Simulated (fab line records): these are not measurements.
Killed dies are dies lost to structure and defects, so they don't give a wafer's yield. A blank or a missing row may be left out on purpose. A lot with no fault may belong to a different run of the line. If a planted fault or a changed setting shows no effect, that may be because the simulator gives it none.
Matching of chambers / flow nandHarc / NHARC_A_CONTACT_ETCH_48 on rieDiel-07: 4 sister chambers
The step etches the open film in CF4, target depth 39 nm, time 65 s. 16 wafers are shown with their chamber, then 7 later ones without.

## WAFERS PAIRED WITH THEIR CHAMBERS
wafer=L494.1; chamber=3; showerheadPlenumPTorr (Torr)=1.65; rfVppV (V)=148.8; throttleValvePct (%)=13.277
wafer=L494.4; chamber=2; showerheadPlenumPTorr (Torr)=1.64; rfVppV (V)=149.9; throttleValvePct (%)=13.283
wafer=L494.5; chamber=0; showerheadPlenumPTorr (Torr)=1.87; rfVppV (V)=152.6; throttleValvePct (%)=13.286
wafer=L496.2; chamber=2; showerheadPlenumPTorr (Torr)=1.64; rfVppV (V)=149.7; throttleValvePct (%)=13.278
wafer=L496.4; chamber=2; showerheadPlenumPTorr (Torr)=1.64; rfVppV (V)=150.1; throttleValvePct (%)=13.268
wafer=L496.6; chamber=1; showerheadPlenumPTorr (Torr)=1.80; rfVppV (V)=151.3; throttleValvePct (%)=13.297
wafer=L495.1; chamber=1; showerheadPlenumPTorr (Torr)=1.80; rfVppV (V)=152.0; throttleValvePct (%)=13.301
wafer=L495.4; chamber=3; showerheadPlenumPTorr (Torr)=1.65; rfVppV (V)=150.4; throttleValvePct (%)=13.294
wafer=L495.6; chamber=2; showerheadPlenumPTorr (Torr)=1.64; rfVppV (V)=151.0; throttleValvePct (%)=13.273
wafer=L500.2; chamber=2; showerheadPlenumPTorr (Torr)=1.91; rfVppV (V)=152.4; throttleValvePct (%)=13.287
wafer=L500.5; chamber=3; showerheadPlenumPTorr (Torr)=1.64; rfVppV (V)=149.6; throttleValvePct (%)=13.268
wafer=L511.2; chamber=3; showerheadPlenumPTorr (Torr)=1.64; rfVppV (V)=148.8; throttleValvePct (%)=13.270
wafer=L511.5; chamber=2; showerheadPlenumPTorr (Torr)=1.90; rfVppV (V)=152.6; throttleValvePct (%)=13.288
wafer=L511.6; chamber=3; showerheadPlenumPTorr (Torr)=1.64; rfVppV (V)=149.4; throttleValvePct (%)=13.287
wafer=L514.1; chamber=2; showerheadPlenumPTorr (Torr)=1.90; rfVppV (V)=154.5; throttleValvePct (%)=13.290
wafer=L514.2; chamber=3; showerheadPlenumPTorr (Torr)=1.64; rfVppV (V)=150.1; throttleValvePct (%)=13.275

SIGNATURES (means of the wafers above)
reading=showerheadPlenumPTorr; chamber 0=1.8700; chamber 1=1.8000; chamber 2=1.7529; chamber 3=1.6433; scatter within a chamber=0.0996
reading=rfVppV; chamber 0=152.600; chamber 1=151.650; chamber 2=151.457; chamber 3=149.517; scatter within a chamber=1.34
reading=throttleValvePct; chamber 0=13.28600; chamber 1=13.29900; chamber 2=13.28100; chamber 3=13.27850; scatter within a chamber=0.0088
Rule: a wafer's distance from a chamber is the root of the sum, over the readings, of the square of ((its reading less the chamber's mean) divided by the reading's scatter). The wafer belongs to the nearest chamber; if the next one is less than 2 further off, it can't be placed. The scatter is the square root of a quotient: the sum, over the shown wafers, of each reading's squared deviation from its chamber's mean, divided by wafers minus chambers.

## WAFERS WITHOUT THEIR CHAMBER
wafer=L514.4; showerheadPlenumPTorr (Torr)=1.80; rfVppV (V)=151.1; throttleValvePct (%)=13.281
wafer=L513.3; showerheadPlenumPTorr (Torr)=1.80; rfVppV (V)=151.4; throttleValvePct (%)=13.265
wafer=L513.4; showerheadPlenumPTorr (Torr)=1.90; rfVppV (V)=153.0; throttleValvePct (%)=13.280
wafer=L513.6; showerheadPlenumPTorr (Torr)=1.90; rfVppV (V)=153.6; throttleValvePct (%)=13.284
wafer=L516.1; showerheadPlenumPTorr (Torr)=1.90; rfVppV (V)=152.2; throttleValvePct (%)=13.287
wafer=L516.4; showerheadPlenumPTorr (Torr)=1.80; rfVppV (V)=153.3; throttleValvePct (%)=13.299
wafer=L516.5; showerheadPlenumPTorr (Torr)=1.90; rfVppV (V)=152.6; throttleValvePct (%)=13.292

## WHICH CHAMBER EACH ONE RAN IN
wafer=L514.4; from the rows above=can't be placed: 2 or 0 or 3 or 1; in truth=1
wafer=L513.3; from the rows above=can't be placed: 2 or 3 or 0 or 1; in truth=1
wafer=L513.4; from the rows above=can't be placed: 0 or 2 or 1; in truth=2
wafer=L513.6; from the rows above=can't be placed: 0 or 2 or 1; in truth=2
wafer=L516.1; from the rows above=can't be placed: 0 or 2 or 1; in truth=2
wafer=L516.4; from the rows above=can't be placed: 1 or 0 or 2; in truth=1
wafer=L516.5; from the rows above=can't be placed: 0 or 1 or 2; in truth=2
Placed correctly: 0 of 7. These rows do not allow placing 7 (true chamber among the candidates in 7). Placed wrongly: 0.
